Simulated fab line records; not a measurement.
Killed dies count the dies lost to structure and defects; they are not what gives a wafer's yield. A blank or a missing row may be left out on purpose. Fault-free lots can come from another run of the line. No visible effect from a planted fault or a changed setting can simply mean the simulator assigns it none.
Chamber matching	flow n5 finfet	3 sister chambers for N5_BEOL_M13_ILD_DEP_00 on pecvd-02
The step deposits SiOC from DEMS/O2, target thk 837.92 nm, time 166.4 s. 6 wafers are shown with their chamber, then 11 later ones without.

WAFERS WITH THEIR CHAMBER
wafer	chamber	throttle valve pct (%)	heater power w (W)
L083.3	1	12.6	475
L083.4	0	11.9	477
L086.3	1	12.4	433
L085.4	2	10.7	404
L085.5	0	11.9	506
L089.1	2	11.0	397

WAFERS WHOSE CHAMBER IS MISSING
wafer	throttle valve pct (%)	heater power w (W)
L089.5	11.6	518
L089.6	10.9	424
L092.1	12.3	485
L092.3	11.3	465
L092.4	12.0	411
L094.1	11.9	436
L094.2	10.8	394
L094.3	12.6	433
L095.2	11.1	433
L095.3	12.2	424
L095.5	12.4	449

WHICH CHAMBER EACH WENT THROUGH
wafer	from the rows above	in truth
L089.5	0	0
L089.6	2	2
L092.1	can't be placed: 1 or 0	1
L092.3	can't be placed: 0 or 2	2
L092.4	can't be placed: 0 or 1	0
L094.1	can't be placed: 0 or 1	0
L094.2	2	2
L094.3	1	1
L095.2	2	2
L095.3	can't be placed: 1 or 0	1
L095.5	1	1
Placed correctly: 6 of 11. From these rows, 5 cannot be placed; in 5 the true chamber is one of the candidates. Number placed wrongly: 0.
How it was worked out, from the rows above alone: a wafer's distance from a chamber is the root of the sum, over the readings, of the square of ((its reading less the chamber's mean) divided by the reading's scatter). If the next closest chamber is less than 2 further off than the closest, the wafer can't be placed; otherwise it belongs to the closest. For every chamber, the mean is computed from those of its wafers that are shown. The scatter is the square root of a quotient: the sum, over the shown wafers, of each reading's squared deviation from its chamber's mean, divided by wafers minus chambers.
